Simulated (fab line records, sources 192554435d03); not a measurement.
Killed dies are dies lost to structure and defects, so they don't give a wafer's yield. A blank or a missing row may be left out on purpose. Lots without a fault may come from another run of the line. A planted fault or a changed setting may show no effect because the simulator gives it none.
Split-lot experiment | flow n5_finfet | 7 lots, 39 wafers read, on a route of 1938 steps

THE SPLIT
At N5_BEOL_M13_DEP_53 (deposits SiCN from 3MS/NH3, target thk 50 nm, time 17.8 s), the setting time_s was moved away from the recipe's 17.8 s on 9 of the 39 wafers read, by -40.0% to +38.0%. The other wafers ran this setting at the recipe's value.

The reading is taken at the split's own step.

THE READING
SiCN_of_BEOL_M13_DEP_53.thk_nm (the simulator's own value, which no gauge read), in nm, at N5_BEOL_M13_DEP_53 (deposits SiCN from 3MS/NH3, target thk 50 nm, time 17.8 s). The file gives no usual value for it. The 30 wafers here that ran the recipe average 50.3 nm, standard deviation 0.73 nm.

wafer  | tool, chamber at the split | time_s as run, s | against the recipe | SiCN_of_BEOL_M13_DEP_53.thk_nm, nm | against lot-mates on the recipe
L077.1 | pecvd-01, 0                | 17.8             | recipe             | 50.6                               | -
L077.2 | pecvd-01, 1                | 17.8             | recipe             | 49.6                               | -
L077.3 | pecvd-01, 2                | 17.8             | recipe             | 50                                 | -
L077.4 | pecvd-01, 0                | 17.8             | recipe             | 51                                 | -
L077.5 | pecvd-01, 2                | 17.8             | recipe             | 50.4                               | -
L077.6 | pecvd-01, 1                | 17.8             | recipe             | 51.2                               | -
L080.3 | pecvd-01, 2                | 17.8             | recipe             | 50                                 | -
L080.4 | pecvd-01, 0                | 17.8             | recipe             | 51.4                               | -
L080.6 | pecvd-01, 1                | 17.8             | recipe             | 50.8                               | -
L081.1 | pecvd-04, 0                | 24.56            | +38.0%             | 67.8                               | +17.9
L081.2 | pecvd-04, 1                | 17.8             | recipe             | 49.6                               | -
L081.3 | pecvd-04, 2                | 17.8             | recipe             | 49.4                               | -
L081.4 | pecvd-04, 0                | 24.56            | +38.0%             | 69.8                               | +19.9
L081.5 | pecvd-04, 2                | 24.56            | +38.0%             | 70                                 | +20.1
L081.6 | pecvd-04, 1                | 17.8             | recipe             | 50.6                               | -
L088.1 | pecvd-01, 1,0              | 17.8             | recipe             | 50.4                               | -
L088.4 | pecvd-01, 1,0              | 17.8             | recipe             | 50.4                               | -
L088.2 | pecvd-01, 0                | 17.8             | recipe             | 50                                 | -
L088.3 | pecvd-01, 2                | 17.8             | recipe             | 49.2                               | -
L088.5 | pecvd-01, 1                | 17.8             | recipe             | 51                                 | -
L088.6 | pecvd-01, 2                | 17.8             | recipe             | 49.6                               | -
L090.1 | pecvd-01, 0,2              | 17.8             | recipe             | 50.6                               | -
L090.5 | pecvd-01, 0,2              | 17.8             | recipe             | 50.6                               | -
L090.2 | pecvd-01, 2                | 17.8             | recipe             | 49.2                               | -
L090.3 | pecvd-01, 1                | 17.8             | recipe             | 49.4                               | -
L090.4 | pecvd-01, 0                | 17.8             | recipe             | 51.2                               | -
L090.6 | pecvd-01, 1                | 17.8             | recipe             | 50.4                               | -
L096.1 | pecvd-01, 2                | 10.68            | -40.0%             | 30.6                               | -20.5
L096.2 | pecvd-01, 0                | 10.68            | -40.0%             | 31                                 | -20.1
L096.3 | pecvd-01, 1                | 10.68            | -40.0%             | 30.8                               | -20.3
L096.4 | pecvd-01, 2                | 17.8             | recipe             | 50.4                               | -
L096.5 | pecvd-01, 1                | 17.8             | recipe             | 51.4                               | -
L096.6 | pecvd-01, 0                | 17.8             | recipe             | 51.6                               | -
L097.1 | pecvd-03, 2                | 17.8             | recipe             | 49.4                               | -
L097.2 | pecvd-03, 1                | 17.8             | recipe             | 49                                 | -
L097.3 | pecvd-03, 0                | 13.08            | -26.5%             | 36                                 | -13.7
L097.4 | pecvd-03, 2                | 17.8             | recipe             | 50.8                               | -
L097.5 | pecvd-03, 0                | 13.08            | -26.5%             | 36.4                               | -13.3
L097.6 | pecvd-03, 1                | 13.08            | -26.5%             | 36.6                               | -13.1
Where a row lists several chambers, the file gives one row for several wafers and doesn't say which wafer went through which chamber.

THE FIT
A straight line over all 39 wafers: SiCN_of_BEOL_M13_DEP_53.thk_nm changes by +0.499 nm for each +1% of time_s; r = +1.00; the points scatter about the line by 0.76 nm.
The same after taking each lot's own level away (the mean of its wafers on the recipe; 39 wafers): +0.508 nm for each +1%; r = +1.00; scatter 0.63 nm.
On that fit, the largest move of time_s shifts the reading by 20 nm.
The lots' own levels span 49.73 to 51.13 nm, that is 1.9 times the standard deviation above.
So the lot-to-lot level changes the slope little: the two slopes agree.
Check: with one of the wafers moved furthest among these (-40.0%) left out of the fit, the line predicts -20.3 nm for it against its lot-mates. It came out at -20.5 nm against them.

OTHER SPLITS ON THESE WAFERS
These wafers also went through other splits before the reading. Each is held against what the fit with the lots' levels taken away leaves over:
other split on the same wafers    | wafers away from the commonest value | r with SiCN_of_BEOL_M13_DEP_53.thk_nm (lot level and that fit taken away)
N5_BEOL_M9_HM_DEP_02 target_thk_a | 9                                    | +0.30

THE FILE'S OWN FIT
SiCN_of_BEOL_M13_DEP_53.thk_nm changes by +0.508 nm for each +1% of time_s, r = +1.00.
